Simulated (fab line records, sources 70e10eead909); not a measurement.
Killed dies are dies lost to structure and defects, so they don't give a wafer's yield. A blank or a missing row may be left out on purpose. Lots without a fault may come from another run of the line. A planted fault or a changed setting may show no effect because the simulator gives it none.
Which tool did it? | flow nand_harc | 11 lots, 33 wafers sampled, at 7 steps of a route of 1159

WHAT THE GAUGES READ, wafer by wafer
NHARC_P_M0_CD_MEAS_09: target cd 90 nm. Usual: cd_nm 90.1 nm, standard deviation 0.55.
lot  | measured     | on        | cd_nm (nm)     | flag
L587 | day 6 09:31  | cd_sem-02 | 90.7 90.3 89.8 |
L588 | day 6 14:36  | cd_sem-01 | 90.1 91.8 90.3 |
L589 | day 6 23:37  | cd_sem-03 | 89.4 90.4 89.1 |
L592 | day 7 06:22  | cd_sem-01 | 90.8 90.0 90.9 |
L594 | day 8 04:13  | cd_sem-03 | 90.3 90.6 89.3 |
L595 | day 8 08:01  | cd_sem-02 | 89.8 90.0 89.5 |
L599 | day 9 09:17  | cd_sem-01 | 89.5 90.4 90.7 |
L602 | day 10 07:58 | cd_sem-01 | 90.4 89.5 89.0 |
L604 | day 10 15:53 | cd_sem-02 | 97.4 97.6 96.9 | OFF
L606 | day 11 00:38 | cd_sem-01 | 97.5 96.4 97.9 | OFF
L607 | day 11 06:22 | cd_sem-01 | 90.6 89.9 90.4 |

NHARC_P_M0_INSPECT_11. Usual: raw_defect_count 4.4, standard deviation 2.9.
lot  | measured     | on                | raw_defect_count | flag
L587 | day 6 09:38  | defect_inspect-01 | 4 3 1            |
L588 | day 6 14:43  | defect_inspect-02 | 3 5 4            |
L589 | day 6 23:45  | defect_inspect-01 | 1 6 6            |
L592 | day 7 06:30  | defect_inspect-01 | 3 4 7            |
L594 | day 8 04:21  | defect_inspect-01 | 2 13 6           |
L595 | day 8 08:08  | defect_inspect-02 | 2 3 1            |
L599 | day 9 09:24  | defect_inspect-01 | 6 8 3            |
L602 | day 10 08:05 | defect_inspect-02 | 5 11 4           |
L604 | day 10 16:00 | defect_inspect-01 | 9 7 2            |
L606 | day 11 00:46 | defect_inspect-02 | 4 4 9            |
L607 | day 11 06:29 | defect_inspect-02 | 3 4 5            |

NHARC_P_M0_CD_MEAS_16. Usual: cd_nm 90.2 nm, standard deviation 0.84.
lot  | measured     | on        | cd_nm (nm)     | flag
L587 | day 6 10:00  | cd_sem-01 | 90.4 90.3 89.6 |
L588 | day 6 15:05  | cd_sem-01 | 89.6 91.3 90.2 |
L589 | day 7 00:07  | cd_sem-01 | 91.6 91.5 90.8 |
L592 | day 7 06:52  | cd_sem-03 | 90.8 89.7 91.4 |
L594 | day 8 04:43  | cd_sem-01 | 92.3 91.6 89.4 |
L595 | day 8 08:32  | cd_sem-03 | 89.7 90.7 89.7 |
L599 | day 9 09:46  | cd_sem-01 | 89.0 89.6 91.1 |
L602 | day 10 08:27 | cd_sem-03 | 90.3 90.6 89.5 |
L604 | day 10 16:22 | cd_sem-02 | 98.1 97.7 97.2 | OFF
L606 | day 11 01:07 | cd_sem-03 | 98.1 96.9 99.0 | OFF
L607 | day 11 06:50 | cd_sem-03 | 90.7 89.9 90.5 |

NHARC_END_SORT_01. Usual: defect_limited_yield 95.1 %, standard deviation 1.8; killed_at_array 29, standard deviation 11; killed_at_other 0.5, standard deviation 0.8; killed_at_periphery 3.5, standard deviation 2.8; killed_dies 33, standard deviation 12; killed_open 3.1, standard deviation 1.8; killed_short 1.8, standard deviation 1.4; sort_bin_2_pct 1.5 %, standard deviation 0.65; sort_bin_3_pct 0.24 %, standard deviation 0.21; sort_bin_4_pct 3.1 %, standard deviation 1.2; sort_n_pass 644, standard deviation 12; sort_rim_yield_pct 97.5 %, standard deviation 1.9; sort_yield_pct 95.1 %, standard deviation 1.8.
lot  | measured     | on        | defect_limited_yield (%) | killed_at_array | killed_at_other | killed_at_periphery | killed_dies | killed_open | killed_short | sort_bin_2_pct (%) | sort_bin_3_pct (%) | sort_bin_4_pct (%) | sort_n_pass | sort_rim_yield_pct (%) | sort_yield_pct (%) | flag
L592 | day 21 06:13 | prober-01 | 95.4 95.3 94.7           | 27 31 30        | 0 0 0           | 4 1 6               | 31 32 36    | 1 0 3       | 3 4 0        | 1.5 1.3 1.3        | 0.89 0.15 0.30     | 2.2 3.2 3.7        | 646 645 641 | 95.3 96.2 92.5         | 95.4 95.3 94.7     |
L594 | day 21 18:20 | prober-01 | 94.2 93.9 92.8           | 37 33 46        | 0 0 0           | 2 8 3               | 39 41 49    | 2 1 3       | 4 0 3        | 1.6 1.9 2.8        | 0.30 0.30 0        | 3.8 3.8 4.4        | 638 636 628 | 97.2 96.2 99.1         | 94.2 93.9 92.8     |
L595 | day 22 09:56 | prober-01 | 96.3 97.0 96.9           | 24 18 19        | 0 1 1           | 1 1 1               | 25 20 21    | 3 2 2       | 0 0 1        | 1.9 0.6 0.7        | 0.15 0 0.30        | 1.6 2.4 2.1        | 652 657 656 | 95.3 99.1 98.1         | 96.3 97.0 96.9     |
L599 | day 22 19:23 | prober-01 | 96.8 95.9 95.9           | 18 15 24        | 1 2 1           | 3 11 3              | 22 28 28    | 2 2 4       | 3 2 1        | 1.3 1.8 2.1        | 0 0.30 0           | 1.9 2.1 2.1        | 655 649 649 | 99.1 97.2 97.2         | 96.8 95.9 95.9     |
L602 | day 24 00:53 | prober-01 | 95.9 92.5 93.4           | 21 40 38        | 2 0 1           | 5 11 6              | 28 51 45    | 4 5 6       | 1 4 0        | 1.2 2.5 2.1        | 0.15 0.59 0.30     | 2.8 4.4 4.3        | 649 626 632 | 99.1 96.2 92.5         | 95.9 92.5 93.4     |

WHICH TOOL RAN EACH LOT (tool, then ch and the chambers of the sampled wafers, then the start)
lot  | NHARC_P_CONTACT_ETCH_18                       | NHARC_P_CONTACT_DEGAS_38     | NHARC_P_M0_PEB_07
L587 | rie_diel-12 ch 1,2,3, day 6 01:02 or earlier  | pvd_sputter-02, day 6 01:02  | litho_track-04 ch 0, day 6 09:26
L588 | rie_diel-02 ch 0,1,3, day 6 07:44 or earlier  | pvd_sputter-01, day 6 07:44  | litho_track-06 ch 0, day 6 14:31
L589 | rie_diel-02 ch 0,1,2, day 6 18:49 or earlier  | pvd_sputter-02, day 6 18:49  | litho_track-01 ch 0, day 6 23:32
L592 | rie_diel-12 ch 0,1,3, day 7 02:14 or earlier  | pvd_sputter-03, day 7 02:14  | litho_track-01 ch 0, day 7 06:17
L594 | rie_diel-12 ch 0,2, day 7 19:07 or earlier    | pvd_sputter-03, day 7 19:07  | litho_track-04 ch 0, day 8 04:08
L595 | rie_diel-02 ch 0,1,2, day 8 05:29 or earlier  | pvd_sputter-01, day 8 05:29  | litho_track-04 ch 0, day 8 07:56
L599 | rie_diel-12 ch 0,3, day 9 06:52 or earlier    | pvd_sputter-02, day 9 06:52  | litho_track-04 ch 0, day 9 09:11
L602 | rie_diel-02 ch 2,3, day 9 22:45 or earlier    | pvd_sputter-03, day 9 22:45  | litho_track-04 ch 0, day 10 07:53
L604 | rie_diel-05 ch 0,1, day 10 10:47 or earlier   | pvd_sputter-01, day 10 10:47 | litho_track-04 ch 0, day 10 15:48
L606 | rie_diel-05 ch 0,1,3, day 10 22:02 or earlier | pvd_sputter-03, day 10 22:02 | litho_track-04 ch 0, day 11 00:34
L607 | rie_diel-12 ch 1,2,3, day 11 03:57 or earlier | pvd_sputter-01, day 11 03:57 | litho_track-06 ch 0, day 11 06:16
- NHARC_P_CONTACT_ETCH_18: etches the open film in C4F8/O2/Ar, target depth 481 nm, time 240.5 s.
- NHARC_P_CONTACT_DEGAS_38: time 60 s.
- NHARC_P_M0_PEB_07: peb time 65 s.

WHAT THE TOOLS THEMSELVES READ (means of the sampled wafers that have a number; where no wafer has one, the mark that the record gives instead)
NHARC_P_CONTACT_ETCH_18. Usual: chamber_pressure_mTorr 24.999 mTorr, standard deviation 0.021; oes_product_au 0.958 a.u., standard deviation 0.017; rf_vpp_V 977 V, standard deviation 4.6.
lot  | tool        | chamber_pressure_mTorr (mTorr) | oes_product_au (a.u.) | rf_vpp_V (V) | flag
L587 | rie_diel-12 | 24.989                         | 0.969                 | 980          |
L588 | rie_diel-02 | 24.982                         | 0.964                 | 973          |
L589 | rie_diel-02 | 24.992                         | 0.951                 | 976          |
L592 | rie_diel-12 | 25.006                         | 0.972                 | 978          |
L594 | rie_diel-12 | 25.017                         | 0.961                 | 981          |
L595 | rie_diel-02 | 25.007                         | 0.944                 | 977          |
L599 | rie_diel-12 | 25.008                         | 0.965                 | 977          |
L602 | rie_diel-02 | 25.010                         | 0.938                 | 977          |
L604 | rie_diel-05 | 24.988                         | 0.952                 | 972          |
L606 | rie_diel-05 | 25.002                         | 0.956                 | 974          |
L607 | rie_diel-12 | 25.024                         | 0.962                 | 981          |

NHARC_P_CONTACT_DEGAS_38. Usual: heater_power_w 455 W, standard deviation 45.
lot  | tool           | heater_power_w (W) | flag
L587 | pvd_sputter-02 | 473                |
L588 | pvd_sputter-01 | 500                |
L589 | pvd_sputter-02 | 455                |
L592 | pvd_sputter-03 | 433                |
L594 | pvd_sputter-03 | 447                |
L595 | pvd_sputter-01 | 519                |
L599 | pvd_sputter-02 | 503                |
L602 | pvd_sputter-03 | 442                |
L604 | pvd_sputter-01 | 467                |
L606 | pvd_sputter-03 | 406                |
L607 | pvd_sputter-01 | 515                |

NHARC_P_M0_PEB_07. Usual: exhaust_pa 45.1 Pa, standard deviation 0.96; heater_power_total_W 156.6 W, standard deviation 0.44; plate_temp_C 100.01 C, standard deviation 0.13.
lot  | tool           | exhaust_pa (Pa) | heater_power_total_W (W) | plate_temp_C (C) | flag
L587 | litho_track-04 | 45.4            | 156.7                    | 100.06           |
L588 | litho_track-06 | 45.1            | 156.6                    | 100.10           |
L589 | litho_track-01 | 44.8            | 156.7                    | 99.92            |
L592 | litho_track-01 | 44.5            | 156.6                    | 100.25           |
L594 | litho_track-04 | 45.2            | 156.4                    | 100.11           |
L595 | litho_track-04 | 45.2            | 156.6                    | 100.10           |
L599 | litho_track-04 | 46.2            | 157.1                    | 100.13           |
L602 | litho_track-04 | 43.9            | 156.3                    | 99.94            |
L604 | litho_track-04 | 44.6            | 160.8                    | 101.98           | OFF
L606 | litho_track-04 | 44.9            | 160.5                    | 101.83           | OFF
L607 | litho_track-06 | 44.0            | 156.5                    | 99.91            |

THE ANSWER, worked out from the rows above alone
Rule: a lot is off if the mean of its wafers that have a number lies more than 3 standard deviations from the usual mean. A lot without any number at a reading at which 4 lots or more have one is off too. The other lots that the step has rows for count as sound. The gauges are gone through in route order, then the tools' own readings, and for those a lot's mean is taken as printed above. The first step at which some lot is off is used, and at that step the reading that is off furthest; a lot without a number counts as furthest.
Off: L604, L606, at NHARC_P_M0_CD_MEAS_09 (cd_nm).
A tool fits if, at a process step before that reading, it ran every lot that is off, and no sound lot after the first of them. The gauges at NHARC_P_M0_CD_MEAS_09 aren't tried: what is off there is off at NHARC_P_M0_PEB_07 too, on other tools, and a gauge's error can't cause that. NHARC_P_CONTACT_ETCH_18 gives no start for some lots, so the hours and the order of its lots are those of NHARC_P_CONTACT_DEGAS_38. Can't be told from this: 2 tools fit, rie_diel-05 at NHARC_P_CONTACT_ETCH_18, litho_track-04 at NHARC_P_M0_PEB_07.

WHAT THE SIMULATOR HAD PUT IN
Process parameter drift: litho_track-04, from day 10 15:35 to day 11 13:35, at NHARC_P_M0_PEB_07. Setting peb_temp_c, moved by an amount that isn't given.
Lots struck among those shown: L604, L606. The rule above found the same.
